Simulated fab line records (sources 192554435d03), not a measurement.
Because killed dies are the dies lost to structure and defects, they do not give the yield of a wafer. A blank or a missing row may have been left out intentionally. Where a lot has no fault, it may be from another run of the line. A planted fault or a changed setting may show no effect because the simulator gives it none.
fab line records    flow n5_finfet
record: lots: 8  wafers: 24  last_day: 17
route steps=1938 shown HKMG_FIN@444 BEOL_M4@1111 PASSIVATION@1936
lots with no fault: from the same line, run without faults
start_h: hours from the record's opening day to when the first of the lot's shown wafers began    wait_h: hours since the lot's step before    " identical to the entry in the row above    L1.1+2: a single row standing in for several wafers    - no value present, or no start provided    * or withheld: withheld    < > ~ a bound
route shown NAME@n: a module of which the file shows steps, and the number in the route of the first    usual: mean/standard deviation taken from wafers without a fault    same: alike in all rows    chamber/n: place in a boat    sites: per-site readings    _std_site: standard deviation across them    _edge_site: mean of outer sites minus mean of inner sites    radius_mm: how far each site lies from the wafer's centre    mask NAME#n: copy n    behind: the tool/chamber that last shaped the wafer    hold: why the lot went on hold/how many hours it stayed there/how the hold came to an end    device: the n, p or np transistor that did not switch    end of line: the route-end tests of the same wafers    a step with no rows: only its recipe    killed: at the first sort, the dies lost to defects and structure; wafer yield is something else    map: a wafer's dies, x killed, . not, _ none there
set.NAME: the setting that was run; set.NAME@STEP: the one run at that earlier step    model.NAME: the simulator's own value behind a step, which no gauge read
route steps across a sampled set of lots; one table per step, one row per wafer
services: a tool's chamber out of use, with start hour (start_h, from the record's first day; less than 0 if before it), hours out, and reason
== steps ==
step: N5_HKMG_FIN_ETCH_86
recipe: chemistry: N2/H2  target: SOC  target_depth_a: 3932  stop_on: TiN  ion_energy_ev: 100  bias_w: 61  pressure_mtorr: 30  source_w: 850  n2_flow_sccm: 200  h2_flow_sccm: 200
usual: drypump_motor_current_A: 5.6/0.53  oes_product_au: 0.80/0.063  rf_vpp_V: 241.2/1.3  showerhead_plenum_p_Torr: 2.58/0.084  throttle_valve_pct: 17.87/0.12
lot.wafer  tool         chamber  start_h  wait_h  drypump_motor_current_A  oes_product_au  rf_hours_counter_h  rf_vpp_V  showerhead_plenum_p_Torr  throttle_valve_pct
L848.1     rie_diel-01  2        92.44    -       5.0                      0.75            143                 242.4     2.63                      17.87
L848.3     "            0        "        "       6.4                      0.84            65                  241.2     2.60                      17.74
L848.6     "            3        "        "       5.4                      0.73            -                   242.3     2.64                      17.78
L846.1     rie_diel-01  2        109.16   -       4.9                      0.74            154                 243.2     2.63                      17.89
L846.5     "            2        "        "       5.0                      0.74            -                   242.9     2.63                      17.90
L846.6     "            0        "        "       6.4                      0.83            -                   241.3     2.59                      17.74
L851.3     rie_diel-05  3        110.05   -       4.6                      0.87            38                  244.0     2.69                      17.79
L851.4     "            0        "        "       6.2                      0.84            61                  239.7     2.47                      17.91
L851.6     "            1        "        "       5.7                      0.87            -                   239.7     2.49                      17.93
L852.1     rie_diel-05  0        114.01   -       6.2                      0.84            62                  239.1     2.47                      17.89
L852.3     "            3        "        "       4.6                      0.87            40                  242.8     2.69                      17.77
L852.6     "            0        "        "       6.2                      0.84            -                   239.8     2.47                      17.90
L856.1     rie_diel-05  3        134.18   -       4.6                      0.87            47                  243.1     2.69                      17.80
L856.2     "            2        "        "       5.6                      0.87            33                  244.1     2.72                      17.85
L856.6     "            3        "        "       4.7                      0.86            -                   241.4     2.69                      17.80
L857.2     rie_diel-01  1        145.31   -       5.2                      0.87            37                  241.3     2.59                      17.70
L857.3     "            0        "        "       6.3                      0.80            89                  240.5     2.59                      17.76
L857.6     "            0        "        "       6.4                      0.81            -                   241.8     2.59                      17.78
L862.1     rie_diel-03  1        169.89   -       5.2                      0.80            110                 240.5     2.57                      17.91
L862.4     "            2        "        "       5.3                      0.76            115                 241.9     2.55                      18.03
L862.5     "            2        "        "       5.3                      0.77            -                   241.0     2.55                      18.03
L863.3     rie_diel-05  1        180.73   -       5.7                      0.83            72                  238.3     2.48                      17.96
L863.5     "            0        "        "       6.2                      0.83            -                   240.0     2.46                      17.89
L863.6     "            1        "        "       5.7                      0.84            -                   239.8     2.48                      17.98
step: N5_HKMG_FIN_STRIP_89
recipe: chemistry: N2/H2  material: SOC  time_s: 20  power_w: 500  temp_c: 40  pressure_mtorr: 50  rf_frequency_hz: 6e+07  bias_power_w: 8  h2_frac: 0.5  n2_flow_sccm: 300  h2_flow_sccm: 300
usual: drypump_motor_current_A: 5.6/0.53  oes_product_au: 0.81/0.065  rf_vpp_V: 54.3/0.83  showerhead_plenum_p_Torr: 3.41/0.11  throttle_valve_pct: 19.11/0.22
lot.wafer  tool         chamber  start_h  wait_h  drypump_motor_current_A  oes_product_au  rf_hours_counter_h  rf_vpp_V  showerhead_plenum_p_Torr  throttle_valve_pct
L848.1     rie_diel-01  2        92.50    0.0     5.0                      0.76            144                 55.4      3.47                      19.04
L848.3     "            0        "        "       6.4                      0.83            65                  53.8      3.43                      19.05
L848.6     "            3        "        "       5.4                      0.73            -                   54.9      3.49                      19.06
L846.1     rie_diel-01  2        109.22   0.0     4.9                      0.75            154                 55.0      3.46                      19.06
L846.5     "            2        "        "       4.9                      0.75            -                   53.1      3.46                      19.04
L846.6     "            0        "        "       6.3                      0.83            -                   54.2      3.42                      19.09
L851.3     rie_diel-05  3        110.11   0.0     4.6                      0.87            39                  54.4      3.55                      18.96
L851.4     "            0        "        "       6.2                      0.84            61                  54.6      3.26                      18.98
L851.6     "            1        "        "       5.7                      0.90            -                   53.5      3.29                      19.57
L852.1     rie_diel-05  0        114.07   0.0     6.2                      0.84            62                  52.8      3.26                      19.00
L852.3     "            3        "        "       4.6                      0.86            40                  53.8      3.55                      18.97
L852.6     "            0        "        "       6.2                      0.84            -                   54.6      3.26                      19.02
L856.1     rie_diel-05  3        134.24   0.0     4.6                      0.85            47                  55.7      3.55                      18.97
L856.2     "            2        "        "       5.6                      0.91            33                  53.6      3.58                      19.24
L856.6     "            3        "        "       4.6                      0.85            -                   54.4      3.55                      18.98
L857.2     rie_diel-01  1        145.37   0.0     5.3                      0.88            37                  53.3      3.42                      18.74
L857.3     "            0        "        "       6.4                      0.81            89                  53.7      3.41                      19.09
L857.6     "            0        "        "       6.3                      0.81            -                   53.9      3.41                      19.09
L862.1     rie_diel-03  1        169.95   0.0     5.2                      0.80            110                 53.2      3.40                      19.30
L862.4     "            2        "        "       5.3                      0.76            116                 55.4      3.36                      18.99
L862.5     "            2        "        "       5.3                      0.75            -                   54.4      3.36                      18.99
L863.3     rie_diel-05  1        180.79   0.0     5.7                      0.86            72                  54.4      3.28                      19.60
L863.5     "            0        "        "       6.2                      0.83            -                   53.5      3.25                      19.03
L863.6     "            1        "        "       5.7                      0.87            -                   54.9      3.28                      19.61
step: N5_HKMG_FIN_NWFM_ALD_20
recipe: material: TiAlC  target_thk_a: 20  temp_c: 300  ald_precursor_family: TiCl4  ald_co_reactant: TEA  pulse_time_s: 3  purge_time_s: 2  co_reactant_purge_time_s: 2  co_reactant_pulse_time_s: 10  ald_cycles: 7  pressure_torr: 3
usual: ald_cycles: 7/0  heater_power_w: 492/57  precursor_pulse_height_rel: 1.002/0.02
lot.wafer  tool          chamber  start_h  wait_h  ald_cycles  heater_power_w  precursor_pulse_height_rel
L848.1     ald_metal-01  0        93.08    0.3     7           404             0.992
L848.3     "             1        "        "       7           505             0.972
L848.6     "             2        "        "       7           498             1.024
L846.1     ald_metal-01  0        109.85   0.3     7           402             0.975
L846.5     "             2        "        "       7           496             0.998
L846.6     "             1        "        "       7           508             0.982
L851.3     ald_metal-04  2        110.69   0.1     7           577             0.990
L851.4     "             3        "        "       7           419             1.026
L851.6     "             0        "        "       7           428             0.995
L852.1     ald_metal-01  0        114.65   0.3     7           414             1.015
L852.3     "             1        "        "       7           501             1.040
L852.6     "             3        "        "       7           533             0.993
L856.1     ald_metal-04  1        134.81   0.3     7           597             0.978
L856.2     "             3        "        "       7           411             0.984
L856.6     "             3        "        "       7           414             1.021
L857.2     ald_metal-04  1        145.95   0.3     7           594             1.044
L857.3     "             3        "        "       7           414             0.984
L857.6     "             3        "        "       7           417             1.057
L862.1     ald_metal-01  0        170.53   0.3     7           401             0.998
L862.4     "             3        "        "       7           542             1.012
L862.5     "             3        "        "       5           523             0.996
L863.3     ald_metal-01  3        181.56   0.3     5           540             1.009
L863.5     "             1        "        "       5           509             1.032
L863.6     "             2        "        "       7           482             1.010
step: N5_HKMG_FIN_ALD_72
recipe: material: W  target_thk_a: 20  temp_c: 300  pressure_torr: 7.5  ald_precursor_family: WF6  ald_co_reactant: B2H6  pulse_time_s: 1  purge_time_s: 2  co_reactant_purge_time_s: 2  co_reactant_pulse_time_s: 3  ald_cycles: 7
usual: ald_cycles: 7/0  heater_power_w: 453/39  precursor_pulse_height_rel: 0.998/0.021
lot.wafer  tool      chamber  start_h  wait_h  ald_cycles  heater_power_w  precursor_pulse_height_rel
L848.1     cvd_w-01  0        94.68    0.2     7           401             1.035
L848.3     "         1        "        "       7           481             0.996
L848.6     "         1        "        "       7           487             1.002
L846.1     cvd_w-02  1        111.40   0.2     7           491             0.970
L846.5     "         1        "        "       7           489             1.014
L846.6     "         0        "        "       7           443             0.953
L851.3     cvd_w-01  0        112.25   0.2     7           395             0.981
L851.4     "         1        "        "       7           486             1.000
L851.6     "         1        "        "       7           483             1.013
L852.1     cvd_w-02  1        116.31   0.2     7           507             0.992
L852.3     "         1        "        "       7           494             1.005
L852.6     "         1        "        "       7           484             1.000
L856.1     cvd_w-01  1        136.36   0.2     7           490             1.037
L856.2     "         0        "        "       7           403             0.987
L856.6     "         1        "        "       7           490             0.982
L857.2     cvd_w-02  1        147.49   0.2     7           501             0.995
L857.3     "         0        "        "       7           448             1.014
L857.6     "         0        "        "       7           445             0.995
L862.1     cvd_w-02  0        172.12   0.2     7           434             1.009
L862.4     "         0        "        "       7           454             1.022
L862.5     "         0        "        "       7           444             0.980
L863.3     cvd_w-01  0        183.13   0.2     7           394             0.989
L863.5     "         0        "        "       7           407             1.016
L863.6     "         1        "        "       7           491             0.978
step: N5_BEOL_M4_RC_MEAS_101
usual: DIBL_N: 37.1/1.8  DIBL_P: 37.2/2.1  IOFF_N: 0.17/0.033  IOFF_N_85C: 3.3/0.53  IOFF_N_LIN: 0.078/0.012  IOFF_N_LONG: 5.47e-05/2.6e-06  IOFF_P: 0.22/0.037  IOFF_P_LIN: 0.100/0.014  IOFF_P_LONG: 0.000102/1e-05  ION_N: 680/11  ION_P: 464/7.7  SS_N: 71.7/0.63  SS_P: 73.6/0.67  VT_N: 248.9/2.9  VT_N_LONG: 275.3/1.8  VT_N_LVT: 97/3  VT_P: -251/3.6  VT_P_LONG: -277/3.5  VT_P_LVT: -99/3.1
lot.wafer  tool       chamber  start_h  wait_h  DIBL_N[mV/V]  DIBL_P[mV/V]  IOFF_N[nA/um]  IOFF_N_85C[nA/um]  IOFF_N_LIN[nA/um]  IOFF_N_LONG[nA/um]  IOFF_P[nA/um]  IOFF_P_LIN[nA/um]  IOFF_P_LONG[nA/um]  ION_N[uA/um]  ION_P[uA/um]  SS_N[mV/dec]  SS_P[mV/dec]  VT_N[mV]  VT_N_LONG[mV]  VT_N_LVT[mV]  VT_P[mV]  VT_P_LONG[mV]  VT_P_LVT[mV]
L848.1     prober-01  0        187.64   0.0     37.7          39.0          0.21           3.9                0.091              5.85e-05            0.24           0.109              0.000106            684           467           72.2          74.0          244.9     272.9          93            -249      -274           -95
L848.3     "          0        "        "       32.4          32.8          0.11           2.3                0.054              5.76e-05            0.15           0.080              0.000111            666           458           70.6          72.1          253.1     276.0          102           -256      -277           -101
L848.6     "          0        "        "       36.1          37.3          0.18           3.5                0.081              5.86e-05            0.21           0.101              0.000104            682           465           71.9          73.8          246.9     272.9          95            -250      -274           -97
L852.1     prober-02  0        211.27   0.0     36.6          35.3          0.14           2.8                0.067              5.14e-05            0.16           0.080              8.9e-05             663           449           72.0          72.9          253.8     277.3          99            -254      -280           -103
L852.3     "          0        "        "       37.9          38.5          0.18           3.5                0.082              5.16e-05            0.22           0.099              9.8e-05             684           464           72.4          74.1          248.7     275.3          96            -253      -280           -100
L852.6     "          0        "        "       38.8          38.1          0.19           3.5                0.081              5.22e-05            0.21           0.096              9e-05               681           463           71.7          74.2          249.6     278.1          97            -253      -279           -102
L846.1     prober-02  0        213.05   0.0     37.9          37.9          0.17           3.1                0.073              5.55e-05            0.20           0.099              0.000113            671           454           72.0          73.3          250.8     274.7          100           -250      -277           -99
L846.5     "          0        "        "       38.6          38.6          0.19           3.5                0.079              5.56e-05            0.22           0.104              0.000112            677           459           72.0          73.4          247.7     275.2          98            -249      -276           -98
L846.6     "          0        "        "       38.9          40.7          0.21           3.8                0.094              5.51e-05            0.26           0.120              0.000107            713           480           71.7          73.4          244.9     276.6          94            -249      -275           -96
L851.3     prober-02  0        216.44   0.3     37.3          37.8          0.18           3.4                0.086              5.49e-05            0.23           0.105              9.7e-05             690           467           71.9          74.0          246.8     276.1          94            -249      -277           -97
L851.4     "          0        "        "       39.4          38.5          0.21           3.9                0.095              5.48e-05            0.24           0.105              0.000102            693           462           72.3          74.5          245.6     274.7          93            -248      -280           -97
L851.6     "          0        "        "       37.5          36.9          0.18           3.5                0.085              5.64e-05            0.22           0.102              0.000103            689           468           71.6          73.8          246.4     275.1          95            -249      -277           -97
L856.1     prober-02  0        235.71   0.0     35.7          37.0          0.14           2.8                0.066              5.3e-05             0.18           0.084              9.5e-05             663           455           72.0          73.9          250.1     276.8          101           -254      -279           -99
L856.2     "          0        "        "       38.2          41.7          0.21           3.9                0.096              5.14e-05            0.25           0.106              9e-05               690           469           71.6          75.1          245.4     278.5          93            -252      -281           -96
L856.6     "          0        "        "       34.0          35.3          0.13           2.6                0.063              5.37e-05            0.17           0.082              9.4e-05             665           462           70.7          73.4          251.2     275.5          99            -255      -278           -100
L857.2     prober-01  0        240.99   0.2     38.3          38.8          0.17           3.3                0.079              5.24e-05            0.24           0.111              9.8e-05             671           463           71.8          75.1          250.1     275.7          97            -246      -281           -97
L857.3     "          0        "        "       37.0          36.4          0.16           3.1                0.076              5.53e-05            0.21           0.100              9.9e-05             691           468           71.1          73.4          248.5     273.7          97            -252      -278           -98
L857.6     "          0        "        "       35.7          34.3          0.14           2.8                0.066              5.42e-05            0.17           0.086              9e-05               672           457           71.4          72.9          251.5     276.3          100           -251      -279           -102
L862.1     prober-01  0        281.43   0.0     39.9          40.1          0.23           4.2                0.101              5.57e-05            0.24           0.105              8.2e-05             699           466           72.2          73.9          243.1     276.5          92            -252      -282           -99
L862.4     "          0        "        "       40.3          41.7          0.24           4.3                0.102              5.5e-05             0.26           0.112              8.3e-05             691           465           72.6          74.3          245.7     274.8          91            -249      -281           -97
L862.5     "          0        "        "       36.9          36.5          0.03           0.7                0.013              2.57e-05            0.28           0.134              0.000126            565           477           72.1          73.3          297.7     324.5          148           -243      -268           -90
L863.3     prober-01  0        286.01   0.3     36.6          36.0          0.03           0.7                0.012              2.42e-05            0.32           0.154              0.000159            564           481           71.4          73.1          300.9     328.4          150           -236      -261           -86
L863.5     "          0        "        "       35.4          34.3          0.02           0.6                0.011              2.49e-05            0.28           0.139              0.00017             576           492           71.3          73.1          300.3     323.6          151           -239      -260           -88
L863.6     "          0        "        "       39.7          38.6          0.21           4.1                0.083              5.37e-05            0.24           0.107              0.000107            671           455           72.8          73.6          248.7     276.7          98            -250      -274           -98
step: N5_PASSIVATION_PROBE_49
usual: defect_limited_yield: 91.7/1.5  killed_at_M0_to_M3: 32/10  killed_at_M4_up: 14/5.3  killed_at_contacts: 13/5.7  killed_at_front_end: 37/10  killed_at_other: 3.3/2.5  killed_dies: 98/18  killed_open: 65/13  killed_short: 31/7.5  sort_bin_5_function: 4.9/0.91  sort_bin_6_memory: 3.1/0.71  sort_bin_8_speed: 0.00/0.017  sort_n_pass: 1082/18  sort_yield_pct: 91.7/1.5
same: gross_dies: 1180  killed_at_back_side: 0  sort_bin_4_leakage[%]: 0
lot.wafer  tool       chamber  start_h  wait_h  defect_limited_yield[%]  killed_at_M0_to_M3  killed_at_M4_up  killed_at_contacts  killed_at_front_end  killed_at_other  killed_dies  killed_open  killed_short  sort_bin_5_function[%]  sort_bin_6_memory[%]  sort_bin_8_speed[%]  sort_n_pass  sort_yield_pct[%]
L848.1     prober-02  -        289.12   0.0     91.4                     40                  14               6                   39                   3                102          67           33            4.7                     3.6                   0                    1078         91.4
L848.3     prober-02  -        289.22   0.1     91.8                     24                  8                24                  39                   2                97           65           29            5.3                     2.8                   0                    1083         91.8
L848.6     prober-02  -        289.37   0.3     92.4                     31                  13               14                  31                   1                90           72           18            5.1                     2.3                   0                    1090         92.4
L863.3     prober-02  -        394.37   0.1     91.8                     50                  3                8                   34                   2                97           60           37            5.2                     2.9                   91.78                0            0
L863.5     prober-02  -        394.47   0.2     90.9                     37                  20               15                  29                   6                107          63           38            5.0                     3.7                   90.93                0            0
L863.6     prober-02  -        394.52   0.3     90.8                     37                  9                11                  50                   1                108          76           32            5.7                     3.2                   0                    1072         90.8
L862.1     prober-01  -        397.50   0.0     91.1                     34                  7                27                  30                   7                105          75           29            5.6                     3.1                   0                    1075         91.1
L862.4     prober-01  -        397.65   0.2     92.1                     28                  8                22                  35                   0                93           66           26            4.9                     2.7                   0                    1087         92.1
L862.5     prober-01  -        397.70   0.2     89.7                     46                  8                12                  55                   1                122          88           32            6.1                     4.0                   89.66                0            0
killed by level:class
L848.1 STI_FIN_REVEAL:geometric_particle:open=12 FIN_SAQP:geometric_particle:short=7 BEOL_M3:geometric_particle:open=7 MOL_CONTACT_COAG:geometric_particle:open=6 BEOL_M0_SAQP:geometric_particle:open=6 BEOL_M2:geometric_particle:open=6 BEOL_M0_SAQP:geometric_particle:short=5 BEOL_M0:geometric_particle:open=5
L848.3 MOL_CONTACT_COAG:geometric_particle:open=20 STI_FIN_REVEAL:geometric_particle:open=11 FIN_SAQP:geometric_particle:short=6 DUMMY_GATE:geometric_particle:open=5 BEOL_M0_SAQP:geometric_particle:short=5 BEOL_M1:geometric_particle:open=5 BEOL_M2:geometric_particle:open=5 FIN_SAQP:geometric_particle:open=4
L848.6 BEOL_M2:geometric_particle:open=12 STI_FIN_REVEAL:geometric_particle:open=11 MOL_CONTACT_COAG:geometric_particle:open=10 DUMMY_GATE:geometric_particle:open=8 BEOL_M0_SAQP:geometric_particle:open=7 BEOL_M0_SAQP:geometric_particle:short=5 FIN_SAQP:geometric_particle:short=4 MOL_CONTACT_COAG:geometric_particle:short=4
L863.3 BEOL_M1:geometric_particle:open=13 BEOL_M3:geometric_particle:open=11 GATE_CUT:geometric_particle:short=7 MOL_CONTACT_COAG:geometric_particle:open=7 FIN_SAQP:geometric_particle:open=5 STI_FIN_REVEAL:geometric_particle:open=5 BEOL_M0_SAQP:geometric_particle:short=5 BEOL_M0_SAQP:geometric_particle:open=5
L863.5 MOL_CONTACT_COAG:geometric_particle:open=12 BEOL_M0_SAQP:geometric_particle:short=11 BEOL_M0_SAQP:geometric_particle:open=9 BEOL_M1:geometric_particle:open=6 BEOL_M5:geometric_particle:open=6 DUMMY_GATE:geometric_particle:open=5 GATE_CUT:geometric_particle:short=5 BEOL_M4:geometric_particle:open=5
L863.6 STI_FIN_REVEAL:geometric_particle:open=15 FIN_SAQP:geometric_particle:open=12 FIN_SAQP:geometric_particle:short=9 MOL_CONTACT_COAG:geometric_particle:open=7 BEOL_M1:geometric_particle:open=7 BEOL_M2:geometric_particle:open=7 BEOL_M0_SAQP:geometric_particle:short=6 BEOL_M3:geometric_particle:open=6
L862.1 MOL_CONTACT_COAG:geometric_particle:open=22 STI_FIN_REVEAL:geometric_particle:open=8 BEOL_M1:geometric_particle:open=7 BEOL_M3:geometric_particle:open=7 FIN_SAQP:geometric_particle:short=5 BEOL_M0_SAQP:geometric_particle:open=5 BEOL_M0_SAQP:geometric_particle:short=5 BEOL_M2:geometric_particle:open=5
L862.4 MOL_CONTACT_COAG:geometric_particle:open=18 BEOL_M2:geometric_particle:open=10 GATE_CUT:geometric_particle:short=8 FIN_SAQP:geometric_particle:open=7 FIN_SAQP:geometric_particle:short=5 GATE_CUT:geometric_particle:open=5 BEOL_M0:geometric_particle:open=4 BEOL_M0_SAQP:geometric_particle:open=4
L862.5 FIN_SAQP:geometric_particle:open=22 STI_FIN_REVEAL:geometric_particle:open=13 BEOL_M3:geometric_particle:open=11 MOL_CONTACT_COAG:geometric_particle:open=10 BEOL_M0_SAQP:geometric_particle:open=10 BEOL_M0_SAQP:geometric_particle:short=9 FIN_SAQP:geometric_particle:short=7 BEOL_M3:geometric_particle:short=6
== services ==
tool          chamber  start_h  hours  kind
rie_diel-01   -        73.72    1.2    repair
ald_metal-01  1        74.46    -      calibration
rie_diel-01   1        77.18    4.7    repair
ald_metal-04  3        82.71    16.8   repair
rie_diel-01   3        100.79   8.7    repair
rie_diel-01   -        135.57   0.8    repair
rie_diel-05   1        148.75   2.2    repair
rie_diel-05   0        152.80   25.5   repair
cvd_w-02      1        155.02   14.4   repair
rie_diel-05   1        160.48   5.4    repair
rie_diel-01   0        168.70   6.0    repair
== key ==
first_sign: step: N5_HKMG_FIN_NWFM_ALD_20  reading: ald_cycles  direction: down  sigmas: 99+  usual: *  struck: *
effect: step: N5_BEOL_M4_RC_MEAS_101  reading: VT_N_LONG  direction: up  sigmas: 29  usual: 275.3  struck: 325.5
effect: step: N5_BEOL_M4_RC_MEAS_101  reading: VT_N  direction: up  sigmas: 17  usual: 248.9  struck: 299.7
effect: step: N5_BEOL_M4_RC_MEAS_101  reading: VT_N_LVT  direction: up  sigmas: 17  usual: 97  struck: 149
effect: step: N5_BEOL_M4_RC_MEAS_101  reading: IOFF_N_LONG  direction: down  sigmas: 12  usual: 5.47e-05  struck: 2.49e-05
effect: step: N5_BEOL_M4_RC_MEAS_101  reading: ION_N  direction: down  sigmas: 9.9  usual: 680  struck: 568
effect: step: N5_BEOL_M4_RC_MEAS_101  reading: IOFF_N_LIN  direction: down  sigmas: 5.5  usual: 0.078  struck: 0.012
effect: step: N5_BEOL_M4_RC_MEAS_101  reading: IOFF_P_LONG  direction: up  sigmas: 5  usual: 0.000102  struck: 0.000152
effect: step: N5_BEOL_M4_RC_MEAS_101  reading: IOFF_N_85C  direction: down  sigmas: 4.9  usual: 3.3  struck: 0.7
effect: step: N5_BEOL_M4_RC_MEAS_101  reading: IOFF_N  direction: down  sigmas: 4.4  usual: 0.17  struck: 0.03
effect: step: N5_BEOL_M4_RC_MEAS_101  reading: VT_P_LONG  direction: up  sigmas: 4  usual: -277  struck: -263
effect: step: N5_BEOL_M4_RC_MEAS_101  reading: VT_P_LVT  direction: up  sigmas: 3.4  usual: -99  struck: -88
effect: step: N5_BEOL_M4_RC_MEAS_101  reading: VT_P  direction: up  sigmas: 3.1  usual: -251  struck: -239
effect: step: N5_PASSIVATION_PROBE_49  reading: sort_bin_8_speed  direction: up  sigmas: 99+  usual: 0.00  struck: 90.79
met_at N5_HKMG_FIN_NWFM_ALD_20
struck_lots L862,L863
struck_wafers L862.5,L863.3,L863.5
not_acting_at N5_HKMG_FIN_ETCH_86,N5_HKMG_FIN_STRIP_89,N5_HKMG_FIN_ALD_72
onset_between 114.65 170.53
fault: kind: process_parameter_drift  tool: ald_metal-01  chamber: -  onset_h: 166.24  steps: N5_HKMG_FIN_NWFM_ALD_20  channel: ald_cycles  offset: *  shape: step  end_h: 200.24  scope: struck_wafers_only  acts_in: *  stated: *
